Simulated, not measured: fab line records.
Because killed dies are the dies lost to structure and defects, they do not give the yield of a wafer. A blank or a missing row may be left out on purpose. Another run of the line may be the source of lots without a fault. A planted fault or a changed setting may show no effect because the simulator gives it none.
Which of the tools did it?	flow nand harc	Sampling: 7 lots, 21 wafers, 5 of 1302 route steps

WHAT EACH GAUGE READ, for each wafer
NHARC_END_SORT_01.
lot	measured	on	killed at array
L313	day 30 22:27	prober-02	43 45 45

WHICH TOOL RAN EACH LOT (tool, then ch and the chambers of the sampled wafers, then the start)
lot	NHARC_P_CONTACT_DEP_30	NHARC_THIN_TSV_STRIP_45	NHARC_THIN_TSV_DEGAS_53	NHARC_THIN_TSV_PRE_CLEAN_54
L298	pecvd-02 ch 0,1, day 6 03:25	plasma asher-01 ch 0,1, day 24 13:43	pvd sputter-02, day 24 17:23	pvd sputter-02, day 24 17:27
L301	pecvd-01 ch 0,1,2, day 7 09:59	plasma asher-02 ch 0,1, day 25 03:35	pvd sputter-03, day 25 07:25	pvd sputter-03, day 25 07:29
L303	pecvd-01 ch 0,1, day 8 10:17	plasma asher-02 ch 0,1, day 26 12:52	pvd sputter-03, day 26 16:40	pvd sputter-03, day 26 16:45
L307	pecvd-02 ch 0,1, day 10 02:59	plasma asher-01 ch 0,1, day 28 00:05	pvd sputter-01, day 28 03:50	pvd sputter-01, day 28 03:55
L313	pecvd-02 ch 1,2, day 12 12:24	plasma asher-02 ch 0,1, day 30 06:49	pvd sputter-01, day 30 10:46	pvd sputter-01, day 30 10:49
L316	pecvd-03 ch 0,2, day 13 20:29	plasma asher-02 ch 0,1, day 32 16:11	pvd sputter-02, day 32 19:49	pvd sputter-02, day 32 19:54
L318	pecvd-03 ch 0,1,2, day 14 19:18	plasma asher-02 ch 0,1, day 34 17:53	pvd sputter-02, day 34 21:47	pvd sputter-02, day 34 21:50
- NHARC_P_CONTACT_DEP_30: deposits SiNx, target thk 30 nm.
- NHARC_THIN_TSV_STRIP_45: strips in O2.
- NHARC_THIN_TSV_DEGAS_53: time 60 s.
- NHARC_THIN_TSV_PRE_CLEAN_54: time 30 s.

THE ANSWER, worked out from the rows above alone
Rule: the lots themselves supply what counts as usual. The widest of any qualifying gaps counts: lots, ordered by their means at a reading, are off when they make up no more than a third of the lots, leave a main group of 4 or more, and stand apart from it by 3 or more times the standard deviation of that group's means. A main group whose means are all the same, to the digits that the tables above print for the reading, isn't used. A lot without any number at a reading at which 4 lots or more have one is off too. Where the step has rows for the other lots, those lots are counted as sound.
No lot is off on any of the readings shown, so nothing can be concluded from this.

WHAT THE SIMULATOR HAD INSERTED
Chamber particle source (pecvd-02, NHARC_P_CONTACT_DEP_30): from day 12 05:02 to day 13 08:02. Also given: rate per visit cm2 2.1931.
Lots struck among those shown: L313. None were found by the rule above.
